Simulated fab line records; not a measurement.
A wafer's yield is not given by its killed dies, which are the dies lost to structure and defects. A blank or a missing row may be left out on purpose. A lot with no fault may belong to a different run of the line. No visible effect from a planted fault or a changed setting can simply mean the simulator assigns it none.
Chamber matching ; flow n5-finfet ; 4 sister chambers for N5_WELL_APT_DESCUM_13 on rie-diel-05
The step chemistry O2, time 7.9 s. 14 wafers are shown with their chamber, then 7 later ones without.

## EACH WAFER AND ITS CHAMBER
wafer;chamber;drypump-motor-current-A (A);throttle-valve-pct (%);oes-product-au (a.u.)
L074.1;3;5.8;20.76;0.71
L074.4;2;6.5;20.40;0.70
L074.5;0;5.4;20.18;0.85
L075.3;1;5.4;20.55;0.73
L075.4;1;5.4;20.58;0.73
L075.6;2;6.5;20.39;0.69
L076.2;2;6.5;20.40;0.69
L076.3;1;5.5;20.56;0.72
L076.5;1;5.4;20.57;0.72
L088.1;2;6.5;20.21;0.98
L088.3;3;5.7;20.79;0.68
L088.4;0;5.5;20.24;0.82
L091.2;0;5.4;20.23;0.82
L091.4;2;6.4;20.21;0.96

SIGNATURES, as means of the wafers listed above
reading;chamber 0;chamber 1;chamber 2;chamber 3;scatter within a chamber
drypump-motor-current-A;5.433;5.425;6.480;5.750;0.0521
throttle-valve-pct;20.2167;20.5650;20.3220;20.7750;0.067
oes-product-au;0.8300;0.7250;0.8040;0.6950;0.0966
Rule: for each reading, subtract the chamber's mean from the wafer's reading, divide by that reading's scatter and square the result; add these up over the readings and take the root, which gives the wafer's distance from the chamber. The wafer belongs to the nearest chamber; if the next one is less than 2 further off, it can't be placed. The scatter: take each reading less its chamber's mean, square it, sum over the shown wafers, divide by the number of wafers less the number of chambers, and take the root.

## WAFERS MISSING THEIR CHAMBER
wafer;drypump-motor-current-A (A);throttle-valve-pct (%);oes-product-au (a.u.)
L091.5;6.5;20.20;0.95
L094.2;5.4;20.63;0.70
L094.3;6.4;20.23;0.94
L094.6;5.4;20.25;0.82
L095.1;5.5;20.64;0.69
L095.3;5.5;20.26;0.79
L095.5;5.5;20.64;0.69

## EACH ONE'S CHAMBER
wafer;from the rows above;in truth
L091.5;2;2
L094.2;1;1
L094.3;2;2
L094.6;0;0
L095.1;1;1
L095.3;0;0
L095.5;1;1
Correct placement for 7 of the 7. Not placeable from these rows: 0. 0 placed wrongly.
